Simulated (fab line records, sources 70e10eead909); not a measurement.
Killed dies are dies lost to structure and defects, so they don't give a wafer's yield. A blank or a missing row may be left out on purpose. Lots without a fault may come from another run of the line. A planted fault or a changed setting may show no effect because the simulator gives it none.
Chamber matching | flow nand_harc | NHARC_A_STAIRCASE_ETCH_169 on rie_diel-13: 4 sister chambers
The step etches the open film in CH3F/O2, target depth 50 nm, time 107.1 s. 4 wafers are shown with their chamber, then 10 later ones without.

WAFERS WITH THEIR CHAMBER
wafer  | chamber | drypump_motor_current_A (A)
L080.2 | 0       | 5.4
L087.6 | 2       | 5.7
L089.2 | 3       | 6.5
L089.3 | 1       | 5.4

WAFERS WITHOUT THEIR CHAMBER
wafer  | drypump_motor_current_A (A)
L089.6 | 5.7
L090.1 | 6.5
L090.2 | 5.3
L090.5 | 5.3
L091.1 | 5.7
L091.3 | 5.3
L091.4 | 6.6
L095.1 | 6.5
L095.2 | 5.3
L095.6 | 5.7

WHICH CHAMBER EACH WENT THROUGH
wafer  | from the rows above     | in truth
L089.6 | 2                       | 2
L090.1 | 3                       | 3
L090.2 | can't be placed: 0 or 1 | 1
L090.5 | can't be placed: 0 or 1 | 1
L091.1 | 2                       | 2
L091.3 | can't be placed: 0 or 1 | 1
L091.4 | 3                       | 3
L095.1 | 3                       | 3
L095.2 | can't be placed: 0 or 1 | 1
L095.6 | 2                       | 2
Placed correctly: 6 of 10. Can't be placed from these rows: 4 (the true chamber is among the candidates in 4). Placed wrongly: 0.
How it was worked out, from the rows above alone: a wafer's distance from a chamber is the root of the sum, over the readings, of the square of ((its reading less the chamber's mean) divided by the reading's scatter). The wafer belongs to the nearest chamber; if the next one is less than 2 further off, it can't be placed. A chamber's mean is the mean of its shown wafers. The scatter: with one shown wafer a chamber, the root of the mean of the squares of how far each hidden wafer lies from its nearest shown one.
